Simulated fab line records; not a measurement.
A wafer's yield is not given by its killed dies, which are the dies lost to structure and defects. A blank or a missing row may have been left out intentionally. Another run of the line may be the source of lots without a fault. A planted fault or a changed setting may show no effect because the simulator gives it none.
Chamber matching / flow n5_finfet / N5_STI_FIN_REVEAL_ALD_14 on ald_sin-01 has 4 sister chambers
The step deposits Si3N4, target thk 3 nm. 27 wafers are shown with their chamber, then 12 later ones without.

== WAFERS PAIRED WITH THEIR CHAMBERS ==
wafer=L074.1; chamber=3; heater_power_w (W)=858
wafer=L074.2; chamber=2; heater_power_w (W)=898
wafer=L074.3; chamber=0; heater_power_w (W)=809
wafer=L074.4; chamber=1; heater_power_w (W)=896
wafer=L074.5; chamber=2; heater_power_w (W)=887
wafer=L074.6; chamber=3; heater_power_w (W)=840
wafer=L075.1; chamber=2; heater_power_w (W)=869
wafer=L075.2; chamber=0; heater_power_w (W)=798
wafer=L075.6; chamber=0; heater_power_w (W)=805
wafer=L076.1; chamber=2; heater_power_w (W)=898
wafer=L076.3; chamber=0; heater_power_w (W)=801
wafer=L076.6; chamber=1; heater_power_w (W)=940
wafer=L079.1; chamber=0; heater_power_w (W)=791
wafer=L079.4; chamber=3; heater_power_w (W)=873
wafer=L079.6; chamber=3; heater_power_w (W)=880
wafer=L080.2; chamber=2; heater_power_w (W)=869
wafer=L080.5; chamber=2; heater_power_w (W)=872
wafer=L080.6; chamber=3; heater_power_w (W)=847
wafer=L081.1; chamber=0; heater_power_w (W)=811
wafer=L081.3; chamber=1; heater_power_w (W)=899
wafer=L081.6; chamber=2; heater_power_w (W)=849
wafer=L082.2; chamber=1; heater_power_w (W)=945
wafer=L082.4; chamber=2; heater_power_w (W)=867
wafer=L082.5; chamber=3; heater_power_w (W)=873
wafer=L090.4; chamber=0; heater_power_w (W)=790
wafer=L090.5; chamber=0; heater_power_w (W)=794
wafer=L090.6; chamber=1; heater_power_w (W)=973

SIGNATURES (averages over the wafers above)
reading=heater_power_w; chamber 0=799.88; chamber 1=930.60; chamber 2=876.12; chamber 3=861.83; scatter within a chamber=18.7
Rule: distance of a wafer from a chamber = root of the sum over the readings of ((wafer's reading minus chamber's mean) / reading's scatter) squared. If the next closest chamber is less than 2 further off than the closest, the wafer can't be placed; otherwise it belongs to the closest. The scatter: the root of (the sum of the squares of (reading less its chamber's mean) over the shown wafers, divided by (wafers less chambers)).

== WAFERS WITHOUT THEIR CHAMBER ==
wafer=L092.4; heater_power_w (W)=961
wafer=L092.5; heater_power_w (W)=838
wafer=L092.6; heater_power_w (W)=819
wafer=L093.2; heater_power_w (W)=963
wafer=L093.3; heater_power_w (W)=831
wafer=L093.5; heater_power_w (W)=760
wafer=L094.1; heater_power_w (W)=823
wafer=L094.2; heater_power_w (W)=956
wafer=L094.3; heater_power_w (W)=791
wafer=L097.1; heater_power_w (W)=765
wafer=L097.3; heater_power_w (W)=841
wafer=L097.5; heater_power_w (W)=841

== WHICH CHAMBER EACH WENT THROUGH ==
wafer=L092.4; from the rows above=1; in truth=1
wafer=L092.5; from the rows above=can't be placed: 3 or 0 or 2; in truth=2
wafer=L092.6; from the rows above=can't be placed: 0 or 3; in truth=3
wafer=L093.2; from the rows above=1; in truth=1
wafer=L093.3; from the rows above=can't be placed: 3 or 0 or 2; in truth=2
wafer=L093.5; from the rows above=0; in truth=0
wafer=L094.1; from the rows above=can't be placed: 0 or 3 or 2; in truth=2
wafer=L094.2; from the rows above=1; in truth=1
wafer=L094.3; from the rows above=0; in truth=0
wafer=L097.1; from the rows above=0; in truth=0
wafer=L097.3; from the rows above=can't be placed: 3 or 2 or 0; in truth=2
wafer=L097.5; from the rows above=can't be placed: 3 or 2 or 0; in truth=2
Correct placement for 6 of the 12. Not placeable from these rows: 6 (in 6, the candidates include the true chamber). Number placed wrongly: 0.
